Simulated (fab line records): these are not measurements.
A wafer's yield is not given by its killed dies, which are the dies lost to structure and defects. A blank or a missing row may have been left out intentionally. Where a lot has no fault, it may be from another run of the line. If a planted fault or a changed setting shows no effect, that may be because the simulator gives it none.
Which tool is to blame? :: flow nand-harc :: Sampling: 24 lots, 72 wafers, 4 of 1302 route steps

WHAT THE GAUGES SHOWED, per wafer
NHARC_A_ONON_D2_THK_MEAS_05: measures by ellipsometry. Usual: 1000 nm for thk-nm, sd 11.
lot: L075
measured: day 11 05:53
on: film-metro-02
thk-nm (nm): 988 989 988
flag: 

lot: L074
measured: day 11 20:13
on: film-metro-01
thk-nm (nm): 991 989 989
flag: 

lot: L077
measured: day 12 10:51
on: film-metro-01
thk-nm (nm): 996 997 997
flag: 

lot: L076
measured: day 12 15:25
on: film-metro-02
thk-nm (nm): 1006 1006 1005
flag: 

lot: L078
measured: day 13 15:34
on: film-metro-02
thk-nm (nm): 1013 1012 1012
flag: 

lot: L079
measured: day 13 20:43
on: film-metro-02
thk-nm (nm): 1017 1018 1020
flag: 

lot: L080
measured: day 13 20:43
on: film-metro-01
thk-nm (nm): 1015 1015 1016
flag: 

lot: L081
measured: day 14 15:26
on: film-metro-01
thk-nm (nm): 990 987 989
flag: 

lot: L082
measured: day 14 15:28
on: film-metro-02
thk-nm (nm): 976 974 975
flag: 

lot: L083
measured: day 15 06:37
on: film-metro-02
thk-nm (nm): 995 996 994
flag: 

lot: L084
measured: day 15 13:35
on: film-metro-02
thk-nm (nm): 1003 1004 1002
flag: 

lot: L085
measured: day 16 01:28
on: film-metro-01
thk-nm (nm): 1017 1016 1017
flag: 

lot: L086
measured: day 16 01:28
on: film-metro-01
thk-nm (nm): 1009 1009 1007
flag: 

lot: L087
measured: day 16 13:01
on: film-metro-02
thk-nm (nm): 998 999 998
flag: 

lot: L089
measured: day 17 06:51
on: film-metro-01
thk-nm (nm): 1002 1001 1001
flag: 

lot: L088
measured: day 17 06:52
on: film-metro-02
thk-nm (nm): 1014 1016 1016
flag: 

lot: L090
measured: day 18 05:04
on: film-metro-02
thk-nm (nm): 992 990 992
flag: 

lot: L091
measured: day 18 14:32
on: film-metro-01
thk-nm (nm): 999 997 1000
flag: 

lot: L093
measured: day 19 03:40
on: film-metro-01
thk-nm (nm): 998 999 999
flag: 

lot: L092
measured: day 19 04:01
on: film-metro-01
thk-nm (nm): 991 991 990
flag: 

lot: L094
measured: day 19 22:23
on: film-metro-02
thk-nm (nm): 993 991 993
flag: 

lot: L095
measured: day 20 05:13
on: film-metro-02
thk-nm (nm): 995 994 996
flag: 

lot: L096
measured: day 20 11:14
on: film-metro-01
thk-nm (nm): 988 987 989
flag: 

lot: L097
measured: day 20 17:04
on: film-metro-02
thk-nm (nm): 1012 1013 1013
flag: 

NHARC_A_CHANNEL_FILL_D2_INSPECT_13. Usual: 343 for raw-defect-count, sd 100.
lot: L075
measured: day 14 05:56
on: defect-inspect-01
raw-defect-count: 397 439 450
flag: 

lot: L074
measured: day 14 21:11
on: defect-inspect-02
raw-defect-count: 317 202 430
flag: 

lot: L077
measured: day 15 10:50
on: defect-inspect-02
raw-defect-count: 377 371 354
flag: 

lot: L076
measured: day 15 10:50
on: defect-inspect-01
raw-defect-count: 238 223 284
flag: 

lot: L078
measured: day 16 17:41
on: defect-inspect-01
raw-defect-count: 435 344 379
flag: 

lot: L079
measured: day 16 17:41
on: defect-inspect-02
raw-defect-count: 238 603 312
flag: 

lot: L080
measured: day 16 23:34
on: defect-inspect-02
raw-defect-count: 447 383 586
flag: 

lot: L081
measured: day 17 21:58
on: defect-inspect-02
raw-defect-count: 353 262 341
flag: 

lot: L082
measured: day 17 21:57
on: defect-inspect-01
raw-defect-count: 205 254 317
flag: 

lot: L083
measured: day 18 14:34
on: defect-inspect-02
raw-defect-count: 264 456 306
flag: 

lot: L084
measured: day 18 21:04
on: defect-inspect-01
raw-defect-count: 253 448 306
flag: 

lot: L085
measured: day 19 03:34
on: defect-inspect-02
raw-defect-count: 233 554 274
flag: 

lot: L086
measured: day 19 03:41
on: defect-inspect-02
raw-defect-count: 228 218 212
flag: 

lot: L087
measured: day 19 14:23
on: defect-inspect-01
raw-defect-count: 288 288 534
flag: 

lot: L089
measured: day 20 09:43
on: defect-inspect-02
raw-defect-count: 346 354 519
flag: 

lot: L088
measured: day 20 09:44
on: defect-inspect-01
raw-defect-count: 228 242 385
flag: 

lot: L090
measured: day 21 05:50
on: defect-inspect-01
raw-defect-count: 315 311 189
flag: 

lot: L091
measured: day 21 13:58
on: defect-inspect-02
raw-defect-count: 257 257 266
flag: 

lot: L093
measured: day 22 01:58
on: defect-inspect-02
raw-defect-count: 364 459 614
flag: 

lot: L092
measured: day 22 01:58
on: defect-inspect-01
raw-defect-count: 236 232 278
flag: 

lot: L094
measured: day 23 01:37
on: defect-inspect-01
raw-defect-count: 350 400 426
flag: 

lot: L095
measured: day 23 08:44
on: defect-inspect-02
raw-defect-count: 364 330 276
flag: 

lot: L096
measured: day 23 20:20
on: defect-inspect-01
raw-defect-count: 229 149 214
flag: 

lot: L097
measured: day 23 20:20
on: defect-inspect-02
raw-defect-count: 452 647 525
flag: 

EACH LOT AND THE TOOL THAT RAN IT (in order: tool; ch and the chambers of the sampled wafers; start)
lot: L075
NHARC_A_CHANNEL_HOLE_D2_ETCH_16: rie-diel-10 ch 0,1,3, day 14 05:56 or earlier
NHARC_A_CHANNEL_FILL_D2_ALD_03: ald-sin-batch-01 ch 0, day 14 05:56 or earlier

lot: L074
NHARC_A_CHANNEL_HOLE_D2_ETCH_16: rie-diel-10 ch 1,2,3, day 14 21:11 or earlier
NHARC_A_CHANNEL_FILL_D2_ALD_03: ald-sin-batch-03 ch 0, day 14 21:11 or earlier

lot: L077
NHARC_A_CHANNEL_HOLE_D2_ETCH_16: rie-diel-11 ch 0,1,3, day 15 10:50 or earlier
NHARC_A_CHANNEL_FILL_D2_ALD_03: ald-sin-batch-01 ch 0, day 15 10:50 or earlier

lot: L076
NHARC_A_CHANNEL_HOLE_D2_ETCH_16: rie-diel-12 ch 0,3, day 15 10:50 or earlier
NHARC_A_CHANNEL_FILL_D2_ALD_03: ald-sin-batch-02 ch 0, day 15 10:50 or earlier

lot: L078
NHARC_A_CHANNEL_HOLE_D2_ETCH_16: rie-diel-10 ch 2,3, day 16 17:41 or earlier
NHARC_A_CHANNEL_FILL_D2_ALD_03: ald-sin-batch-03 ch 0, day 16 17:41 or earlier

lot: L079
NHARC_A_CHANNEL_HOLE_D2_ETCH_16: rie-diel-12 ch 0,3, day 16 17:41 or earlier
NHARC_A_CHANNEL_FILL_D2_ALD_03: ald-sin-batch-03 ch 0, day 16 17:41 or earlier

lot: L080
NHARC_A_CHANNEL_HOLE_D2_ETCH_16: rie-diel-11 ch 0,3, day 16 23:34 or earlier
NHARC_A_CHANNEL_FILL_D2_ALD_03: ald-sin-batch-02 ch 0, day 16 23:34 or earlier

lot: L081
NHARC_A_CHANNEL_HOLE_D2_ETCH_16: rie-diel-11 ch 0,3, day 17 21:58 or earlier
NHARC_A_CHANNEL_FILL_D2_ALD_03: ald-sin-batch-01 ch 0, day 17 21:58 or earlier

lot: L082
NHARC_A_CHANNEL_HOLE_D2_ETCH_16: rie-diel-10 ch 0,1,3, day 17 21:57 or earlier
NHARC_A_CHANNEL_FILL_D2_ALD_03: ald-sin-batch-01 ch 0, day 17 21:57 or earlier

lot: L083
NHARC_A_CHANNEL_HOLE_D2_ETCH_16: rie-diel-11 ch 1,2,3, day 18 14:34 or earlier
NHARC_A_CHANNEL_FILL_D2_ALD_03: ald-sin-batch-01 ch 0, day 18 14:34 or earlier

lot: L084
NHARC_A_CHANNEL_HOLE_D2_ETCH_16: rie-diel-11 ch 1,2,3, day 18 21:04 or earlier
NHARC_A_CHANNEL_FILL_D2_ALD_03: ald-sin-batch-03 ch 0, day 18 21:04 or earlier

lot: L085
NHARC_A_CHANNEL_HOLE_D2_ETCH_16: rie-diel-11 ch 0,1,3, day 19 03:34 or earlier
NHARC_A_CHANNEL_FILL_D2_ALD_03: ald-sin-batch-03 ch 0, day 19 03:34 or earlier

lot: L086
NHARC_A_CHANNEL_HOLE_D2_ETCH_16: rie-diel-12 ch 1,2, day 19 03:41 or earlier
NHARC_A_CHANNEL_FILL_D2_ALD_03: ald-sin-batch-03 ch 0, day 19 03:41 or earlier

lot: L087
NHARC_A_CHANNEL_HOLE_D2_ETCH_16: rie-diel-10 ch 0,1,3, day 19 14:23 or earlier
NHARC_A_CHANNEL_FILL_D2_ALD_03: ald-sin-batch-03 ch 0, day 19 14:23 or earlier

lot: L089
NHARC_A_CHANNEL_HOLE_D2_ETCH_16: rie-diel-10 ch 1,3, day 20 09:43 or earlier
NHARC_A_CHANNEL_FILL_D2_ALD_03: ald-sin-batch-03 ch 0, day 20 09:43 or earlier

lot: L088
NHARC_A_CHANNEL_HOLE_D2_ETCH_16: rie-diel-12 ch 0,2, day 20 09:44 or earlier
NHARC_A_CHANNEL_FILL_D2_ALD_03: ald-sin-batch-01 ch 0, day 20 09:44 or earlier

lot: L090
NHARC_A_CHANNEL_HOLE_D2_ETCH_16: rie-diel-11 ch 0,2, day 21 05:50 or earlier
NHARC_A_CHANNEL_FILL_D2_ALD_03: ald-sin-batch-02 ch 0, day 21 05:50 or earlier

lot: L091
NHARC_A_CHANNEL_HOLE_D2_ETCH_16: rie-diel-12 ch 1,2, day 21 13:58 or earlier
NHARC_A_CHANNEL_FILL_D2_ALD_03: ald-sin-batch-01 ch 0, day 21 13:58 or earlier

lot: L093
NHARC_A_CHANNEL_HOLE_D2_ETCH_16: rie-diel-12 ch 0,2,3, day 22 01:58 or earlier
NHARC_A_CHANNEL_FILL_D2_ALD_03: ald-sin-batch-01 ch 0, day 22 01:58 or earlier

lot: L092
NHARC_A_CHANNEL_HOLE_D2_ETCH_16: rie-diel-11 ch 1,3, day 22 01:58 or earlier
NHARC_A_CHANNEL_FILL_D2_ALD_03: ald-sin-batch-01 ch 0, day 22 01:58 or earlier

lot: L094
NHARC_A_CHANNEL_HOLE_D2_ETCH_16: rie-diel-10 ch 0,1,2, day 23 01:37 or earlier
NHARC_A_CHANNEL_FILL_D2_ALD_03: ald-sin-batch-03 ch 0, day 23 01:37 or earlier

lot: L095
NHARC_A_CHANNEL_HOLE_D2_ETCH_16: rie-diel-10 ch 0,1,3, day 23 08:44 or earlier
NHARC_A_CHANNEL_FILL_D2_ALD_03: ald-sin-batch-03 ch 0, day 23 08:44 or earlier

lot: L096
NHARC_A_CHANNEL_HOLE_D2_ETCH_16: rie-diel-12 ch 0,2,3, day 23 20:20 or earlier
NHARC_A_CHANNEL_FILL_D2_ALD_03: ald-sin-batch-02 ch 0, day 23 20:20 or earlier

lot: L097
NHARC_A_CHANNEL_HOLE_D2_ETCH_16: rie-diel-10 ch 0,3, day 23 20:20 or earlier
NHARC_A_CHANNEL_FILL_D2_ALD_03: ald-sin-batch-02 ch 0, day 23 20:20 or earlier
- NHARC_A_CHANNEL_HOLE_D2_ETCH_16: etches the open film in O2/COS, target depth 3100 nm, time 806 s.
- NHARC_A_CHANNEL_FILL_D2_ALD_03: deposits SiNx, target thk 6 nm, pulse time 60 s, ald cycles 58.

WHAT THE TOOLS THEMSELVES READ (means of the sampled wafers that have a number; where no wafer has one, the mark that the record gives instead)
NHARC_A_CHANNEL_HOLE_D2_ETCH_16. Usual: drypump-motor-current-A 5.8 A, standard deviation 0.42; oes-product-au 1.001 a.u., standard deviation 0.0074; rf-vpp-V 314.7 V, standard deviation 1.7; showerhead-plenum-p-Torr 3.17 Torr, standard deviation 0.11; throttle-valve-pct 28.330 %, standard deviation 0.0084.
lot: L075
tool: rie-diel-10
drypump-motor-current-A (A): 5.7
oes-product-au (a.u.): 1.003
rf-vpp-V (V): 316.0
showerhead-plenum-p-Torr (Torr): 3.24
throttle-valve-pct (%): 28.331
flag: 

lot: L074
tool: rie-diel-10
drypump-motor-current-A (A): 5.6
oes-product-au (a.u.): 0.998
rf-vpp-V (V): 314.2
showerhead-plenum-p-Torr (Torr): 3.14
throttle-valve-pct (%): 28.332
flag: 

lot: L077
tool: rie-diel-11
drypump-motor-current-A (A): 5.7
oes-product-au (a.u.): 1.006
rf-vpp-V (V): 315.6
showerhead-plenum-p-Torr (Torr): 3.21
throttle-valve-pct (%): 28.328
flag: 

lot: L076
tool: rie-diel-12
drypump-motor-current-A (A): 6.5
oes-product-au (a.u.): 0.987
rf-vpp-V (V): 314.6
showerhead-plenum-p-Torr (Torr): 3.12
throttle-valve-pct (%): 28.326
flag: 

lot: L078
tool: rie-diel-10
drypump-motor-current-A (A): 5.8
oes-product-au (a.u.): 0.997
rf-vpp-V (V): 314.6
showerhead-plenum-p-Torr (Torr): 3.22
throttle-valve-pct (%): 28.320
flag: 

lot: L079
tool: rie-diel-12
drypump-motor-current-A (A): 6.4
oes-product-au (a.u.): 1.004
rf-vpp-V (V): 314.9
showerhead-plenum-p-Torr (Torr): 3.12
throttle-valve-pct (%): 28.329
flag: 

lot: L080
tool: rie-diel-11
drypump-motor-current-A (A): 5.6
oes-product-au (a.u.): 1.006
rf-vpp-V (V): 314.8
showerhead-plenum-p-Torr (Torr): 3.24
throttle-valve-pct (%): 28.327
flag: 

lot: L081
tool: rie-diel-11
drypump-motor-current-A (A): 5.4
oes-product-au (a.u.): 0.996
rf-vpp-V (V): 315.7
showerhead-plenum-p-Torr (Torr): 3.29
throttle-valve-pct (%): 28.334
flag: 

lot: L082
tool: rie-diel-10
drypump-motor-current-A (A): 5.7
oes-product-au (a.u.): 0.994
rf-vpp-V (V): 315.6
showerhead-plenum-p-Torr (Torr): 3.23
throttle-valve-pct (%): 28.333
flag: 

lot: L083
tool: rie-diel-11
drypump-motor-current-A (A): 5.7
oes-product-au (a.u.): 1.000
rf-vpp-V (V): 315.0
showerhead-plenum-p-Torr (Torr): 3.22
throttle-valve-pct (%): 28.334
flag: 

lot: L084
tool: rie-diel-11
drypump-motor-current-A (A): 5.7
oes-product-au (a.u.): 1.007
rf-vpp-V (V): 316.3
showerhead-plenum-p-Torr (Torr): 3.21
throttle-valve-pct (%): 28.332
flag: 

lot: L085
tool: rie-diel-11
drypump-motor-current-A (A): 5.7
oes-product-au (a.u.): 1.010
rf-vpp-V (V): 315.2
showerhead-plenum-p-Torr (Torr): 3.21
throttle-valve-pct (%): 28.325
flag: 

lot: L086
tool: rie-diel-12
drypump-motor-current-A (A): 5.8
oes-product-au (a.u.): 0.991
rf-vpp-V (V): 314.2
showerhead-plenum-p-Torr (Torr): 3.14
throttle-valve-pct (%): 28.333
flag: 

lot: L087
tool: rie-diel-10
drypump-motor-current-A (A): 5.7
oes-product-au (a.u.): 0.998
rf-vpp-V (V): 315.2
showerhead-plenum-p-Torr (Torr): 3.23
throttle-valve-pct (%): 28.331
flag: 

lot: L089
tool: rie-diel-10
drypump-motor-current-A (A): 5.2
oes-product-au (a.u.): 1.005
rf-vpp-V (V): 315.5
showerhead-plenum-p-Torr (Torr): 3.18
throttle-valve-pct (%): 28.329
flag: 

lot: L088
tool: rie-diel-12
drypump-motor-current-A (A): 6.1
oes-product-au (a.u.): 0.995
rf-vpp-V (V): 314.4
showerhead-plenum-p-Torr (Torr): 3.14
throttle-valve-pct (%): 28.326
flag: 

lot: L090
tool: rie-diel-11
drypump-motor-current-A (A): 5.7
oes-product-au (a.u.): 1.007
rf-vpp-V (V): 315.0
showerhead-plenum-p-Torr (Torr): 3.18
throttle-valve-pct (%): 28.335
flag: 

lot: L091
tool: rie-diel-12
drypump-motor-current-A (A): 5.7
oes-product-au (a.u.): 1.001
rf-vpp-V (V): 313.1
showerhead-plenum-p-Torr (Torr): 3.09
throttle-valve-pct (%): 28.332
flag: 

lot: L093
tool: rie-diel-12
drypump-motor-current-A (A): 6.3
oes-product-au (a.u.): 0.997
rf-vpp-V (V): 314.8
showerhead-plenum-p-Torr (Torr): 3.13
throttle-valve-pct (%): 28.334
flag: 

lot: L092
tool: rie-diel-11
drypump-motor-current-A (A): 5.5
oes-product-au (a.u.): 1.003
rf-vpp-V (V): 315.4
showerhead-plenum-p-Torr (Torr): 3.26
throttle-valve-pct (%): 28.325
flag: 

lot: L094
tool: rie-diel-10
drypump-motor-current-A (A): 5.7
oes-product-au (a.u.): 1.002
rf-vpp-V (V): 314.1
showerhead-plenum-p-Torr (Torr): 3.12
throttle-valve-pct (%): 28.322
flag: 

lot: L095
tool: rie-diel-10
drypump-motor-current-A (A): 5.7
oes-product-au (a.u.): 1.000
rf-vpp-V (V): 316.3
showerhead-plenum-p-Torr (Torr): 3.23
throttle-valve-pct (%): 28.338
flag: 

lot: L096
tool: rie-diel-12
drypump-motor-current-A (A): 6.2
oes-product-au (a.u.): 1.006
rf-vpp-V (V): 314.7
showerhead-plenum-p-Torr (Torr): 3.13
throttle-valve-pct (%): 28.324
flag: 

lot: L097
tool: rie-diel-10
drypump-motor-current-A (A): 6.0
oes-product-au (a.u.): 1.002
rf-vpp-V (V): 316.2
showerhead-plenum-p-Torr (Torr): 3.29
throttle-valve-pct (%): 28.332
flag: 

NHARC_A_CHANNEL_FILL_D2_ALD_03. Usual: 0.997 for precursor-pulse-height-rel, sd 0.019.
lot: L075
tool: ald-sin-batch-01
precursor-pulse-height-rel: 0.978
flag: 

lot: L074
tool: ald-sin-batch-03
precursor-pulse-height-rel: 0.994
flag: 

lot: L077
tool: ald-sin-batch-01
precursor-pulse-height-rel: 1.009
flag: 

lot: L076
tool: ald-sin-batch-02
precursor-pulse-height-rel: 0.987
flag: 

lot: L078
tool: ald-sin-batch-03
precursor-pulse-height-rel: 1.010
flag: 

lot: L079
tool: ald-sin-batch-03
precursor-pulse-height-rel: 0.967
flag: 

lot: L080
tool: ald-sin-batch-02
precursor-pulse-height-rel: 1.018
flag: 

lot: L081
tool: ald-sin-batch-01
precursor-pulse-height-rel: 1.008
flag: 

lot: L082
tool: ald-sin-batch-01
precursor-pulse-height-rel: 0.999
flag: 

lot: L083
tool: ald-sin-batch-01
precursor-pulse-height-rel: 0.989
flag: 

lot: L084
tool: ald-sin-batch-03
precursor-pulse-height-rel: 0.988
flag: 

lot: L085
tool: ald-sin-batch-03
precursor-pulse-height-rel: 0.989
flag: 

lot: L086
tool: ald-sin-batch-03
precursor-pulse-height-rel: 1.003
flag: 

lot: L087
tool: ald-sin-batch-03
precursor-pulse-height-rel: 1.001
flag: 

lot: L089
tool: ald-sin-batch-03
precursor-pulse-height-rel: 1.005
flag: 

lot: L088
tool: ald-sin-batch-01
precursor-pulse-height-rel: 0.996
flag: 

lot: L090
tool: ald-sin-batch-02
precursor-pulse-height-rel: 1.022
flag: 

lot: L091
tool: ald-sin-batch-01
precursor-pulse-height-rel: 1.000
flag: 

lot: L093
tool: ald-sin-batch-01
precursor-pulse-height-rel: 0.993
flag: 

lot: L092
tool: ald-sin-batch-01
precursor-pulse-height-rel: 0.983
flag: 

lot: L094
tool: ald-sin-batch-03
precursor-pulse-height-rel: 1.002
flag: 

lot: L095
tool: ald-sin-batch-03
precursor-pulse-height-rel: 0.993
flag: 

lot: L096
tool: ald-sin-batch-02
precursor-pulse-height-rel: 0.998
flag: 

lot: L097
tool: ald-sin-batch-02
precursor-pulse-height-rel: 1.014
flag: 

THE ANSWER, worked out from the rows above alone
Rule: a lot is off if the mean of its wafers that have a number lies more than 3 standard deviations from the usual mean. Also off: a lot with no number at a reading for which 4 or more lots have one. Any other lot the step has rows for is counted as sound. First the gauges in route order, then the tools' own readings, where a lot's mean is used as printed above. At the first step where some lot is off, the reading lying furthest off is the one used; lots without a number count as furthest.
Across all readings shown, no lot is off: no conclusion can be drawn from this.

WHAT WAS PUT IN BY THE SIMULATOR
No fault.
